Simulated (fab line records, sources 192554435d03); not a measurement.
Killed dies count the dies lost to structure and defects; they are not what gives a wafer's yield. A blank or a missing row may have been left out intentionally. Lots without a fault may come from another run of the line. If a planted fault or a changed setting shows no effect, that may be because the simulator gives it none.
fab line records	flow n5-finfet
record lots=10	wafers=30	last-day=17
route steps=1938 shown BEOL_M11@1550 PASSIVATION@1936
lots with no fault: from the same line, run without faults
start-h: start of the lot's first displayed wafer, in hours after the record's first day	wait-h: how many hours have passed since the lot's step before this one	" same as the row above	L1.1+2: several wafers, shown together as one row	- no value present, or no start provided	* or withheld: withheld	< > ~ a bound
route shown NAME@n: a module of which the file shows steps, and the number in the route of the first	usual: the fault-free wafers' mean and standard deviation	same: alike in all rows	chamber/n: place in a boat	sites: the reading at each site	_std_site: the standard deviation of these	_edge_site: inner sites' mean taken away from outer sites' mean	radius-mm: how far each site lies from the wafer's centre	mask NAME#n: copy n	behind: the last tool/chamber to shape the wafer	hold: the reason the lot was held/the length of the hold in hours/how it ended	device: which transistor (n, p or np) failed to switch	end of line: the route-end tests of the same wafers	a step given without rows: its recipe and nothing more	killed: at the first sort, the dies lost to defects and structure; wafer yield is something else	map: dies across one wafer; x = killed, . = not, _ = none there
set.NAME: the run value of the setting; set.NAME@STEP: its run value at that earlier step	model.NAME: the simulator's own value behind a step, which no gauge read
the route's steps for a sample of lots (tables are steps, rows are wafers)
services: from which hour (start-h, from the record's first day; less than 0 if before it) a tool's chamber was out of use, for how many hours, and why
## steps
# step N5_BEOL_M11_OVL_MEAS_12
# recipe points-per-wafer=44
# usual M11_OVL=0.1/0.81
# same points-per-wafer=44
lot.wafer	tool	chamber	start-h	wait-h	M11_OVL[nm]
L168.1	overlay-02	0	209.41	0.0	0.1
L168.2	"	0	"	"	-0.1
L168.3	"	0	"	"	-0.4
L170.1	overlay-02	0	223.93	0.0	0.9
L170.2	"	0	"	"	1.3
L170.6	"	0	"	"	1.3
L172.3	overlay-01	0	237.15	0.0	-0.7
L172.4	"	0	"	"	0.3
L172.5	"	0	"	"	-1.5
L173.1	overlay-02	0	237.47	0.0	0.2
L173.2	"	0	"	"	1.5
L173.6	"	0	"	"	0.8
L175.4	overlay-01	0	256.85	0.0	-1.1
L175.5	"	0	"	"	-0.5
L175.6	"	0	"	"	-0.7
L177.2	overlay-01	0	274.00	0.0	0.5
L177.3	"	0	"	"	-0.3
L177.4	"	0	"	"	0.7
L182.1	overlay-01	0	306.39	0.0	1.3
L182.2	"	0	"	"	0.9
L182.6	"	0	"	"	0.9
L186.2	overlay-02	0	324.55	0.0	0.4
L186.3	"	0	"	"	0.7
L186.6	"	0	"	"	2.5
L187.1	overlay-02	0	329.74	0.0	-0.7
L187.5	"	0	"	"	-0.4
L187.6	"	0	"	"	0.2
L191.1	overlay-01	0	363.40	0.0	-1.1
L191.4	"	0	"	"	0.2
L191.5	"	0	"	"	-0.3
# step N5_BEOL_M11_ETCH_61
# recipe chemistry=CF4	target=SiARC	target-depth-a=390	mask-material=CAR-ArF	time-s=65	ion-energy-ev=80	pressure-mtorr=40	source-w=545	bias-w=36	Ar_flow_sccm=100	cf4-flow-sccm=100	ends=cleared
# usual drypump-motor-current-A=5.9/0.34	etch-rf-on-time-s=64.6/0.96	oes-product-au=0.64/0.059	rf-vpp-V=183.9/1.2	showerhead-plenum-p-Torr=2.13/0.069	throttle-valve-pct=15.72/0.16
lot.wafer	tool	chamber	start-h	wait-h	drypump-motor-current-A	etch-rf-on-time-s	oes-product-au	rf-hours-counter-h	rf-vpp-V	showerhead-plenum-p-Torr	throttle-valve-pct
L168.1	rie-diel-04	0	209.52	0.0	6.4	67.3	0.60	225	185.4	2.11	15.99
L168.2	"	2	"	"	5.6	64.6	0.64	175	182.7	2.14	15.71
L168.3	"	1	"	"	5.9	63.3	0.60	232	184.0	2.19	15.61
L170.1	rie-diel-04	0	224.03	0.0	6.5	66.9	0.60	230	182.9	2.11	16.00
L170.2	"	3	"	"	5.6	64.8	0.64	165	183.5	2.21	15.61
L170.6	"	2	"	"	5.6	65.7	0.63	-	183.0	2.14	15.72
L172.3	rie-diel-02	3	237.25	0.0	6.3	64.6	0.63	148	183.5	2.15	15.63
L172.4	"	3	"	"	6.3	64.7	0.63	-	185.0	2.15	15.64
L172.5	"	2	"	"	5.8	63.6	0.62	-	182.5	2.04	15.60
L173.1	rie-diel-04	1	237.56	0.0	5.9	63.8	0.59	241	185.4	2.19	15.62
L173.2	"	3	"	"	5.6	64.8	0.63	169	184.8	2.21	15.61
L173.6	"	0	"	"	6.4	66.1	0.60	-	184.2	2.11	15.99
L175.4	rie-diel-02	1	256.94	0.0	5.5	63.6	0.68	121	186.1	2.24	15.80
L175.5	"	3	"	"	6.3	64.6	0.63	-	182.4	2.14	15.65
L175.6	"	0	"	"	5.5	63.5	0.77	-	182.9	2.18	15.58
L177.2	rie-diel-02	1	274.10	0.0	5.5	64.1	0.66	127	184.7	2.24	15.79
L177.3	"	3	"	"	6.3	65.3	0.63	158	183.8	2.14	15.64
L177.4	"	0	"	"	5.5	64.1	0.76	33	185.3	2.18	15.56
L182.1	rie-diel-02	3	306.48	0.0	6.3	64.4	0.63	167	183.1	2.14	15.67
L182.2	"	0	"	"	5.5	63.4	0.75	41	184.4	2.18	15.58
L182.6	"	2	"	"	5.8	63.8	0.59	-	182.6	2.03	15.65
L186.2	rie-diel-06	2	324.64	0.0	5.7	63.7	0.62	213	182.6	2.05	15.88
L186.3	"	3	"	"	5.9	66.4	0.60	208	183.7	2.04	15.83
L186.6	"	1	"	"	6.5	65.0	0.64	-	183.1	2.12	15.85
L187.1	rie-diel-06	2	330.23	0.0	5.6	63.6	0.61	215	183.4	2.05	15.85
L187.5	"	0	"	"	5.7	65.1	0.58	-	182.0	2.03	15.92
L187.6	"	1	"	"	6.5	64.9	0.62	-	183.8	2.12	15.84
L191.1	rie-diel-06	0	363.55	0.0	5.7	65.2	0.58	248	183.7	2.02	15.94
L191.4	"	1	"	"	6.5	64.8	0.63	218	183.8	2.12	15.87
L191.5	"	1	"	"	6.5	64.2	0.62	-	183.5	2.12	15.87
# step N5_BEOL_M11_ETCH_62
# recipe chemistry=N2/H2	target=SOC	target-depth-a=1100	overetch-a=220	mask-material=SiARC	temp-c=40	time-s=165	ion-energy-ev=200	pressure-mtorr=30	source-w=840	bias-w=150	n2-flow-sccm=200	h2-flow-sccm=200
# usual drypump-motor-current-A=5.9/0.34	oes-product-au=0.64/0.055	rf-vpp-V=523.5/2.5	showerhead-plenum-p-Torr=2.53/0.091	temp-c=40.02/0.1	throttle-valve-pct=17.92/0.16
# same time-s=165
lot.wafer	tool	chamber	start-h	wait-h	drypump-motor-current-A	oes-product-au	rf-hours-counter-h	rf-vpp-V	showerhead-plenum-p-Torr	temp-c	throttle-valve-pct
L168.1	rie-diel-04	0	209.57	0.0	6.4	0.61	225	522.6	2.50	40.07	18.10
L168.2	"	2	"	"	5.7	0.63	176	523.2	2.52	39.90	17.89
L168.3	"	1	"	"	5.9	0.59	232	526.5	2.61	39.92	17.75
L170.1	rie-diel-04	0	224.08	0.0	6.4	0.60	230	524.2	2.50	40.22	18.11
L170.2	"	3	"	"	5.6	0.63	165	527.9	2.65	40.03	17.83
L170.6	"	2	"	"	5.7	0.62	-	524.1	2.52	40.04	17.90
L172.3	rie-diel-02	3	237.30	0.0	6.3	0.62	148	524.2	2.55	39.86	17.86
L172.4	"	3	"	"	6.3	0.62	-	525.5	2.55	39.89	17.87
L172.5	"	2	"	"	5.9	0.60	-	521.2	2.40	39.93	17.76
L173.1	rie-diel-04	1	237.61	0.0	5.9	0.58	241	526.2	2.61	39.94	17.76
L173.2	"	3	"	"	5.6	0.63	169	526.5	2.65	39.81	17.85
L173.6	"	0	"	"	6.4	0.60	-	522.0	2.50	39.89	18.12
L175.4	rie-diel-02	1	256.99	0.0	5.5	0.65	121	526.9	2.66	40.08	17.98
L175.5	"	3	"	"	6.3	0.62	-	524.3	2.55	39.93	17.87
L175.6	"	0	"	"	5.5	0.75	-	523.9	2.61	39.93	17.93
L177.2	rie-diel-02	1	274.15	0.0	5.4	0.66	127	528.1	2.66	40.03	18.00
L177.3	"	3	"	"	6.3	0.62	158	524.9	2.55	40.12	17.88
L177.4	"	0	"	"	5.5	0.74	33	525.7	2.61	40.00	17.93
L182.1	rie-diel-02	3	306.53	0.0	6.3	0.61	167	522.8	2.54	40.02	17.89
L182.2	"	0	"	"	5.5	0.73	41	524.4	2.60	39.94	17.94
L182.6	"	2	"	"	5.9	0.59	-	519.6	2.39	40.18	17.79
L186.2	rie-diel-06	2	324.69	0.0	5.7	0.62	213	520.2	2.41	40.09	17.89
L186.3	"	3	"	"	5.9	0.60	208	519.6	2.43	39.94	18.14
L186.6	"	1	"	"	6.5	0.62	-	522.8	2.52	40.18	18.10
L187.1	rie-diel-06	2	330.28	0.0	5.7	0.61	215	521.7	2.41	40.14	17.91
L187.5	"	0	"	"	5.7	0.58	-	519.9	2.39	40.16	18.13
L187.6	"	1	"	"	6.5	0.62	-	523.0	2.52	40.08	18.12
L191.1	rie-diel-06	0	363.60	0.0	5.7	0.58	248	519.7	2.39	40.03	18.15
L191.4	"	1	"	"	6.6	0.62	218	523.1	2.52	39.83	18.13
L191.5	"	1	"	"	6.6	0.62	-	523.0	2.52	39.91	18.12
# step N5_BEOL_M11_OVL_MEAS_29
# recipe points-per-wafer=44
# usual V10_OVL=-0.2/0.75
# same points-per-wafer=44
lot.wafer	tool	chamber	start-h	wait-h	V10_OVL[nm]
L168.1	overlay-02	0	210.53	0.0	-0.2
L168.2	"	0	"	"	-1.4
L168.3	"	0	"	"	-1.8
L170.1	overlay-01	0	226.36	0.0	-0.3
L170.2	"	0	"	"	0.6
L170.6	"	0	"	"	-0.4
L172.3	overlay-02	0	238.99	0.0	-0.6
L172.4	"	0	"	"	-0.6
L172.5	"	0	"	"	-0.7
L173.1	overlay-02	0	239.16	0.0	-0.1
L173.2	"	0	"	"	0.1
L173.6	"	0	"	"	-0.7
L175.4	overlay-01	0	258.72	0.0	0.2
L175.5	"	0	"	"	0.1
L175.6	"	0	"	"	0.2
L177.2	overlay-02	0	274.96	0.0	0.6
L177.3	"	0	"	"	-0.7
L177.4	"	0	"	"	-0.3
L182.1	overlay-02	0	308.54	0.0	-0.7
L182.2	"	0	"	"	-1.3
L182.6	"	0	"	"	-0.8
L186.2	overlay-02	0	325.62	0.0	-1.8
L186.3	"	0	"	"	-1.2
L186.6	"	0	"	"	-1.5
L187.1	overlay-02	0	331.27	0.0	-0.6
L187.5	"	0	"	"	-0.3
L187.6	"	0	"	"	0.3
L191.1	overlay-01	0	364.79	0.0	0.2
L191.4	"	0	"	"	-0.5
L191.5	"	0	"	"	-0.7
# step N5_BEOL_M11_INSPECT_30
# recipe mode=adi	inspect-instrument=brightfield
# usual raw-defect-count=399/86
lot.wafer	tool	chamber	start-h	wait-h	raw-defect-count
L168.1	defect-inspect-02	-	210.55	0.0	411
L168.2	"	-	"	"	361
L168.3	"	-	"	"	420
L170.1	defect-inspect-01	-	226.38	0.0	464
L170.2	"	-	"	"	367
L170.6	"	-	"	"	563
L172.3	defect-inspect-01	-	239.01	0.0	359
L172.4	"	-	"	"	337
L172.5	"	-	"	"	481
L173.1	defect-inspect-01	-	239.18	0.0	370
L173.2	"	-	"	"	508
L173.6	"	-	"	"	499
L175.4	defect-inspect-01	-	258.74	0.0	487
L175.5	"	-	"	"	406
L175.6	"	-	"	"	456
L177.2	defect-inspect-02	-	274.98	0.0	677
L177.3	"	-	"	"	635
L177.4	"	-	"	"	668
L182.1	defect-inspect-01	-	308.57	0.0	763
L182.2	"	-	"	"	773
L182.6	"	-	"	"	768
L186.2	defect-inspect-02	-	325.64	0.0	402
L186.3	"	-	"	"	388
L186.6	"	-	"	"	493
L187.1	defect-inspect-01	-	331.29	0.0	459
L187.5	"	-	"	"	447
L187.6	"	-	"	"	604
L191.1	defect-inspect-02	-	364.82	0.0	291
L191.4	"	-	"	"	318
L191.5	"	-	"	"	311
# step N5_PASSIVATION_PROBE_49
# usual defect-limited-yield=91.6/1.4	killed_at_M0_to_M3=34/8.9	killed_at_M4_up=13/5	killed-at-contacts=12/7	killed-at-front-end=38/11	killed-at-other=3.2/2.9	killed-dies=99/16	killed-open=65/13	killed-short=32/7.6	sort_bin_4_leakage=0.00/0.012	sort_bin_5_function=5.0/0.9	sort_bin_6_memory=3.1/0.65	sort_bin_8_speed=0.0/0.4	sort-n-pass=1081/16	sort-yield-pct=91.6/1.4
# same gross-dies=1180	killed-at-back-side=0
lot.wafer	tool	chamber	start-h	wait-h	defect-limited-yield[%]	killed_at_M0_to_M3	killed_at_M4_up	killed-at-contacts	killed-at-front-end	killed-at-other	killed-dies	killed-open	killed-short	sort_bin_4_leakage[%]	sort_bin_5_function[%]	sort_bin_6_memory[%]	sort_bin_8_speed[%]	sort-n-pass	sort-yield-pct[%]
L168.1	prober-02	-	251.95	0.0	90.3	47	25	9	33	0	114	80	33	0	6.2	3.3	0	1066	90.3
L168.2	prober-02	-	252.00	0.1	91.5	46	8	6	37	3	100	54	35	0	4.6	3.0	0	1080	91.5
L168.3	prober-02	-	252.05	0.1	91.4	40	14	8	38	2	102	67	30	0	5.3	3.0	0	1078	91.4
L170.1	prober-01	-	263.46	0.0	91.4	28	25	18	29	1	101	74	26	0	4.9	3.4	0	1079	91.4
L170.2	prober-01	-	263.51	0.1	91.3	30	17	12	40	4	103	69	34	0	5.8	2.6	0	1077	91.3
L170.6	prober-01	-	263.71	0.3	92.0	27	11	13	43	0	94	67	26	0	5.0	2.8	0.1	1086	92.0
L173.1	prober-01	-	279.62	0.0	93.0	48	5	7	23	0	83	57	25	0	4.3	2.5	0	1097	93.0
L173.2	prober-01	-	279.67	0.1	91.3	34	14	11	41	3	103	73	29	0	5.9	2.7	0	1077	91.3
L173.6	prober-01	-	279.87	0.3	92.0	47	7	2	34	4	94	67	27	0	5.1	2.5	0	1086	92.0
L172.3	prober-02	-	280.89	0.1	89.8	27	17	35	34	7	120	93	23	0	6.6	3.1	0	1060	89.8
L172.4	prober-02	-	280.94	0.2	89.4	44	10	37	34	0	125	83	39	0	5.8	4.7	0	1055	89.4
L172.5	prober-02	-	280.99	0.2	92.5	22	12	25	29	1	89	56	28	0	4.4	2.9	0	1091	92.5
L175.4	prober-02	-	303.34	0.2	92.5	36	11	9	33	0	89	59	30	0	4.5	3.0	0	1091	92.5
L175.5	prober-02	-	303.39	0.2	92.7	40	4	4	27	11	86	62	24	0	4.3	2.8	0	1094	92.7
L175.6	prober-02	-	303.44	0.3	92.3	47	8	8	23	5	91	59	32	0	4.8	2.5	0	1089	92.3
L177.2	prober-02	-	317.05	0.1	84.6	24	107	6	37	8	182	47	32	0	10.7	3.4	0	998	84.6
L177.3	prober-02	-	317.10	0.1	85.4	21	97	14	35	5	172	54	32	0	9.7	3.4	0	1008	85.4
L177.4	prober-02	-	317.15	0.2	85.6	30	84	7	43	6	170	70	32	0	8.1	4.4	0	1010	85.6
L182.1	prober-02	-	349.74	0.0	87.4	33	90	6	17	3	149	41	27	0	8.7	3.0	0	1031	87.4
L182.2	prober-02	-	349.79	0.1	88.4	21	69	3	44	0	137	50	23	0	7.7	2.9	0	1043	88.4
L182.6	prober-02	-	349.99	0.3	82.2	50	118	6	34	2	210	70	32	0	11.3	4.9	0	970	82.2
L186.2	prober-02	-	363.76	0.1	90.7	39	17	13	36	5	110	74	36	0	5.7	3.1	0	1070	90.7
L186.3	prober-02	-	363.81	0.1	92.9	33	10	6	29	6	84	68	16	0	4.2	2.8	0	1096	92.9
L186.6	prober-02	-	363.96	0.3	91.9	27	19	5	40	5	96	50	43	0.08	5.3	2.5	0	1083	91.8
L187.1	prober-01	-	377.09	0.0	91.4	23	23	7	39	9	101	57	41	0	5.1	3.1	0	1079	91.4
L187.5	prober-01	-	377.29	0.2	91.4	27	12	11	44	8	102	63	38	0	5.1	3.6	0	1078	91.4
L187.6	prober-01	-	377.34	0.3	93.2	31	8	6	30	5	80	43	36	0	3.5	2.8	0	1100	93.2
L191.1	prober-02	-	400.95	0.0	93.3	36	8	11	24	0	79	47	30	0	3.8	2.5	0	1101	93.3
L191.4	prober-02	-	401.10	0.2	93.0	35	11	5	31	1	83	58	23	0	4.6	2.5	0	1097	93.0
L191.5	prober-02	-	401.15	0.2	92.3	34	8	12	36	1	91	60	29	0	5.0	2.5	0.1	1088	92.2
# killed by level:class
L168.1 BEOL_M4:geometric-particle:open=16 BEOL_M0_SAQP:geometric-particle:short=10 BEOL_M3:geometric-particle:open=10 MOL_CONTACT_COAG:geometric-particle:open=8 BEOL_M0_SAQP:geometric-particle:open=8 GATE_CUT:geometric-particle:short=7 BEOL_M2:geometric-particle:open=7 BEOL_M1:geometric-particle:open=7
L168.2 BEOL_M1:geometric-particle:open=11 BEOL_M2:geometric-particle:open=10 GATE_CUT:geometric-particle:short=7 HKMG_FIN:area-etch=7 MOL_CONTACT_COAG:geometric-particle:open=6 BEOL_M1:geometric-particle:short=6 FIN_SAQP:geometric-particle:short=5 FIN_SAQP:geometric-particle:open=4
L168.3 BEOL_M0_SAQP:geometric-particle:open=13 BEOL_M0_SAQP:geometric-particle:short=10 STI_FIN_REVEAL:geometric-particle:open=9 BEOL_M2:geometric-particle:open=8 BEOL_M4:geometric-particle:open=7 FIN_SAQP:geometric-particle:short=5 GATE_CUT:geometric-particle:short=5 MOL_CONTACT_COAG:geometric-particle:open=4
L170.1 MOL_CONTACT_COAG:geometric-particle:open=13 BEOL_M4:geometric-particle:open=12 BEOL_M0_SAQP:geometric-particle:open=11 FIN_SAQP:geometric-particle:open=8 BEOL_M0_SAQP:geometric-particle:short=8 BEOL_M5:geometric-particle:open=7 DUMMY_GATE:geometric-particle:open=5 MOL_CONTACT_COAG:geometric-particle:short=5
L170.2 STI_FIN_REVEAL:geometric-particle:open=10 FIN_SAQP:geometric-particle:open=9 MOL_CONTACT_COAG:geometric-particle:open=9 BEOL_M0_SAQP:geometric-particle:short=7 BEOL_M0_SAQP:geometric-particle:open=7 BEOL_M1:geometric-particle:open=6 BEOL_M2:geometric-particle:open=5 BEOL_M4:geometric-particle:open=5
L170.6 STI_FIN_REVEAL:geometric-particle:open=12 MOL_CONTACT_COAG:geometric-particle:open=11 DUMMY_GATE:geometric-particle:open=6 BEOL_M1:geometric-particle:open=6 BEOL_M4:geometric-particle:open=6 BEOL_M0_SAQP:geometric-particle:open=5 STI_FIN_REVEAL:geometric-particle:short=4 BEOL_M1:geometric-particle:short=4
L173.1 BEOL_M0_SAQP:geometric-particle:short=12 BEOL_M0_SAQP:geometric-particle:open=10 BEOL_M1:geometric-particle:open=10 BEOL_M3:geometric-particle:open=9 MOL_CONTACT_COAG:geometric-particle:open=7 STI_FIN_REVEAL:geometric-particle:open=6 GATE_CUT:geometric-particle:open=4 FIN_SAQP:geometric-particle:short=3
L173.2 STI_FIN_REVEAL:geometric-particle:open=20 BEOL_M2:geometric-particle:open=12 MOL_CONTACT_COAG:geometric-particle:open=8 BEOL_M0_SAQP:geometric-particle:short=7 BEOL_M4:geometric-particle:open=5 BEOL_M0_SAQP:geometric-particle:open=5 BEOL_M1:geometric-particle:open=5 STI_FIN_REVEAL:geometric-particle:short=4
L173.6 BEOL_M2:geometric-particle:open=17 STI_FIN_REVEAL:geometric-particle:open=13 BEOL_M0_SAQP:geometric-particle:open=10 BEOL_M1:geometric-particle:open=6 FIN_SAQP:geometric-particle:open=5 FIN_SAQP:geometric-particle:short=5 BEOL_M0_SAQP:geometric-particle:short=5 BEOL_M2:geometric-particle:short=5
L172.3 MOL_CONTACT_COAG:geometric-particle:open=30 FIN_SAQP:geometric-particle:open=16 BEOL_M3:geometric-particle:open=8 BEOL_M4:geometric-particle:open=7 BEOL_M0_SAQP:geometric-particle:short=5 BEOL_M5:geometric-particle:open=5 STI_FIN_REVEAL:geometric-particle:open=4 DUMMY_GATE:geometric-particle:open=4
L172.4 MOL_CONTACT_COAG:geometric-particle:open=27 BEOL_M0_SAQP:geometric-particle:open=16 MOL_CONTACT_COAG:geometric-particle:short=9 BEOL_M0_SAQP:geometric-particle:short=8 FIN_SAQP:geometric-particle:short=7 FIN_SAQP:geometric-particle:open=7 BEOL_M3:geometric-particle:open=6 DUMMY_GATE:geometric-particle:open=5
L172.5 MOL_CONTACT_COAG:geometric-particle:open=14 MOL_CONTACT_COAG:geometric-particle:short=10 FIN_SAQP:geometric-particle:open=8 BEOL_M0_SAQP:geometric-particle:open=5 BEOL_M4:geometric-particle:open=5 ILD0:geometric-particle:open=4 BEOL_M3:geometric-particle:short=4 FIN_SAQP:geometric-particle:short=3
L175.4 BEOL_M3:geometric-particle:open=10 MOL_CONTACT_COAG:geometric-particle:open=7 STI_FIN_REVEAL:geometric-particle:open=6 DUMMY_GATE:geometric-particle:open=6 BEOL_M0_SAQP:geometric-particle:open=5 BEOL_M3:geometric-particle:short=5 BEOL_M4:geometric-particle:short=5 STARTING-WAFER:geometric-particle:open=5
L175.5 BEOL_M0_SAQP:geometric-particle:open=12 STI_FIN_REVEAL:geometric-particle:open=9 BEOL_M3:geometric-particle:open=7 BEOL_M1:geometric-particle:open=6 BEOL_M0:geometric-particle:open=4 DUMMY_GATE:geometric-particle:open=4 MOL_CONTACT_COAG:geometric-particle:open=4 BEOL_M0_SAQP:geometric-particle:short=4
L175.6 BEOL_M3:geometric-particle:open=16 BEOL_M1:geometric-particle:open=8 MOL_CONTACT_COAG:geometric-particle:open=6 STARTING-WAFER:geometric-particle:short=6 GATE_CUT:geometric-particle:short=5 BEOL_M0:geometric-particle:open=5 BEOL_M0_SAQP:geometric-particle:open=4 BEOL_M2:geometric-particle:short=4
L177.2 BEOL_M11:unspecified=102 FIN_SAQP:geometric-particle:open=10 BEOL_M0_SAQP:geometric-particle:short=10 FIN_SAQP:geometric-particle:short=8 BEOL_M2:geometric-particle:open=7 STARTING-WAFER:geometric-particle:open=7 STI_FIN_REVEAL:geometric-particle:short=4 BEOL_M0_SAQP:geometric-particle:open=4
L177.3 BEOL_M11:unspecified=86 MOL_CONTACT_COAG:geometric-particle:open=11 FIN_SAQP:geometric-particle:open=9 FIN_SAQP:geometric-particle:short=7 BEOL_M0_SAQP:geometric-particle:open=6 BEOL_M3:geometric-particle:open=5 STARTING-WAFER:geometric-particle:short=4 STI_FIN_REVEAL:geometric-particle:open=4
L177.4 BEOL_M11:unspecified=68 STI_FIN_REVEAL:geometric-particle:open=13 FIN_SAQP:geometric-particle:open=9 BEOL_M2:geometric-particle:open=8 BEOL_M0_SAQP:geometric-particle:open=6 FIN_SAQP:geometric-particle:short=5 MOL_CONTACT_COAG:geometric-particle:open=5 BEOL_M0_SAQP:geometric-particle:short=5
L182.1 BEOL_M11:unspecified=81 BEOL_M0_SAQP:geometric-particle:short=14 BEOL_M0_SAQP:geometric-particle:open=12 MOL_CONTACT_COAG:geometric-particle:open=5 STI_FIN_REVEAL:geometric-particle:open=3 BEOL_M1:geometric-particle:open=3 BEOL_M4:geometric-particle:open=3 FIN_SAQP:geometric-particle:open=2
L182.2 BEOL_M11:unspecified=64 STI_FIN_REVEAL:geometric-particle:open=19 BEOL_M1:geometric-particle:open=7 FIN_SAQP:geometric-particle:open=6 BEOL_M0_SAQP:geometric-particle:short=6 FIN_SAQP:geometric-particle:short=4 GATE_CUT:geometric-particle:short=3 BEOL_M0_SAQP:geometric-particle:open=3
L182.6 BEOL_M11:unspecified=107 BEOL_M0_SAQP:geometric-particle:open=15 BEOL_M0_SAQP:geometric-particle:short=11 BEOL_M3:geometric-particle:open=8 STI_FIN_REVEAL:geometric-particle:open=7 DUMMY_GATE:geometric-particle:open=6 MOL_CONTACT_COAG:geometric-particle:open=5 GATE_CUT:geometric-particle:open=4
L186.2 MOL_CONTACT_COAG:geometric-particle:open=13 BEOL_M2:geometric-particle:open=9 BEOL_M0_SAQP:geometric-particle:open=7 FIN_SAQP:geometric-particle:short=6 BEOL_M1:geometric-particle:open=6 BEOL_M3:geometric-particle:open=6 DUMMY_GATE:geometric-particle:open=5 SPACER0:geometric-particle:short=5
L186.3 STI_FIN_REVEAL:geometric-particle:open=12 BEOL_M1:geometric-particle:open=12 BEOL_M4:geometric-particle:open=8 BEOL_M2:geometric-particle:open=7 MOL_CONTACT_COAG:geometric-particle:open=6 BEOL_M0:geometric-particle:open=4 BEOL_M1:geometric-particle:short=4 STARTING-WAFER:geometric-particle:open=4
L186.6 FIN_SAQP:geometric-particle:short=10 BEOL_M3:geometric-particle:open=8 FIN_SAQP:geometric-particle:open=7 GATE_CUT:geometric-particle:short=7 STI_FIN_REVEAL:geometric-particle:open=6 BEOL_M1:geometric-particle:open=5 GATE_CUT:geometric-particle:open=4 MOL_CONTACT_COAG:geometric-particle:open=4
L187.1 GATE_CUT:geometric-particle:short=8 BEOL_M4:geometric-particle:open=8 FIN_SAQP:geometric-particle:open=5 MOL_CONTACT_COAG:geometric-particle:open=5 FIN_SAQP:geometric-particle:short=4 BEOL_M2:geometric-particle:short=4 STI_FIN_REVEAL:geometric-particle:open=4 STARTING-WAFER:geometric-particle:short=4
L187.5 BEOL_M0_SAQP:geometric-particle:short=11 STI_FIN_REVEAL:geometric-particle:open=10 MOL_CONTACT_COAG:geometric-particle:open=10 FIN_SAQP:geometric-particle:short=9 BEOL_M0_SAQP:geometric-particle:open=6 BEOL_M4:geometric-particle:open=6 FIN_SAQP:geometric-particle:open=5 PASS1_CAP:geometric-particle:open=4
L187.6 BEOL_M2:geometric-particle:open=9 BEOL_M0_SAQP:geometric-particle:short=7 DUMMY_GATE:geometric-particle:open=4 FIN_SAQP:geometric-particle:short=4 GATE_CUT:geometric-particle:short=4 GATE_CUT:geometric-particle:open=4 MOL_CONTACT_COAG:geometric-particle:open=4 BEOL_M2:geometric-particle:short=4
L191.1 MOL_CONTACT_COAG:geometric-particle:open=10 BEOL_M3:geometric-particle:open=10 FIN_SAQP:geometric-particle:open=7 BEOL_M3:geometric-particle:short=6 BEOL_M0_SAQP:geometric-particle:short=5 FIN_SAQP:geometric-particle:short=3 STI_FIN_REVEAL:geometric-particle:open=3 DUMMY_GATE:geometric-particle:open=3
L191.4 FIN_SAQP:geometric-particle:open=12 BEOL_M3:geometric-particle:open=10 BEOL_M4:geometric-particle:open=6 BEOL_M0_SAQP:geometric-particle:open=5 FIN_SAQP:geometric-particle:short=4 STARTING-WAFER:geometric-particle:open=4 BEOL_M0_SAQP:geometric-particle:short=4 BEOL_M2:geometric-particle:short=4
L191.5 BEOL_M3:geometric-particle:open=12 MOL_CONTACT_COAG:geometric-particle:open=10 DUMMY_GATE:geometric-particle:open=7 STI_FIN_REVEAL:geometric-particle:open=6 STARTING-WAFER:geometric-particle:open=6 BEOL_M3:geometric-particle:short=5 BEOL_M0_SAQP:geometric-particle:short=5 BEOL_M4:geometric-particle:open=5
## services
tool	chamber	start-h	hours	kind
rie-diel-06	2	214.67	1.5	repair
rie-diel-02	0	223.75	14.0	repair
rie-diel-06	3	272.28	4.0	repair
rie-diel-04	1	275.06	-	clean
rie-diel-04	1	275.06	-	consumable-replace:focus-ring
rie-diel-04	1	275.06	19.7	scheduled-down
rie-diel-04	1	275.06	19.7	vent-cycle
rie-diel-04	0	297.58	-	clean
rie-diel-04	0	297.58	-	consumable-replace:focus-ring
rie-diel-04	0	297.58	24.6	scheduled-down
rie-diel-04	0	297.58	24.6	vent-cycle
rie-diel-06	-	307.03	2.8	pm
rie-diel-02	2	342.42	13.6	repair
## key
first-sign step=N5_BEOL_M11_INSPECT_30	reading=raw-defect-count	direction=up	sigmas=3.6	usual=399	struck=714
effect step=N5_PASSIVATION_PROBE_49	reading=killed_at_M4_up	direction=up	sigmas=16	usual=13	struck=94
more-kills-born-at N5_BEOL_M11_ETCH_62@rie-diel-02=508
met-at N5_BEOL_M11_ETCH_62
struck-lots L177,L182
not-acting-at N5_BEOL_M11_OVL_MEAS_12,N5_BEOL_M11_ETCH_61,N5_BEOL_M11_OVL_MEAS_29
onset-between 256.99 274.15
fault kind=chamber-particle-source	tool=rie-diel-02	chamber=-	onset-h=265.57	steps=N5_BEOL_M11_ETCH_62	rate-per-visit-cm2=0.51025	end-h=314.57
